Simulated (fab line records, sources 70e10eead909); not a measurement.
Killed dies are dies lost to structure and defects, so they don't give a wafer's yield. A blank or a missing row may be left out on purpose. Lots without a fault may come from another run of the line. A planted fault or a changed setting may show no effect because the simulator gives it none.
Chamber matching | flow nand_harc | NHARC_A_CONTACT_ALD_18 on ald_metal-02: 4 sister chambers
The step deposits TiN, target thk 3 nm, pulse time 1 s, ald cycles 150. 4 wafers are shown with their chamber, then 9 later ones without.

WAFERS WITH THEIR CHAMBER
wafer  | chamber | heater_power_w (W)
L085.3 | 0       | 941
L090.1 | 3       | 1275
L090.3 | 2       | 1051
L090.4 | 1       | 1061

WAFERS WITHOUT THEIR CHAMBER
wafer  | heater_power_w (W)
L092.3 | 933
L092.5 | 949
L092.6 | 1268
L093.2 | 1085
L093.3 | 958
L093.4 | 1057
L097.2 | 1033
L097.4 | 927
L097.5 | 1057

WHICH CHAMBER EACH WENT THROUGH
wafer  | from the rows above     | in truth
L092.3 | 0                       | 0
L092.5 | 0                       | 0
L092.6 | 3                       | 3
L093.2 | can't be placed: 1 or 2 | 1
L093.3 | 0                       | 0
L093.4 | can't be placed: 1 or 2 | 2
L097.2 | can't be placed: 2 or 1 | 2
L097.4 | 0                       | 0
L097.5 | can't be placed: 1 or 2 | 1
Placed correctly: 5 of 9. Can't be placed from these rows: 4 (the true chamber is among the candidates in 4). Placed wrongly: 0.
How it was worked out, from the rows above alone: a wafer's distance from a chamber is the root of the sum, over the readings, of the square of ((its reading less the chamber's mean) divided by the reading's scatter). The wafer belongs to the nearest chamber; if the next one is less than 2 further off, it can't be placed. A chamber's mean is the mean of its shown wafers. The scatter: with one shown wafer a chamber, the root of the mean of the squares of how far each hidden wafer lies from its nearest shown one.
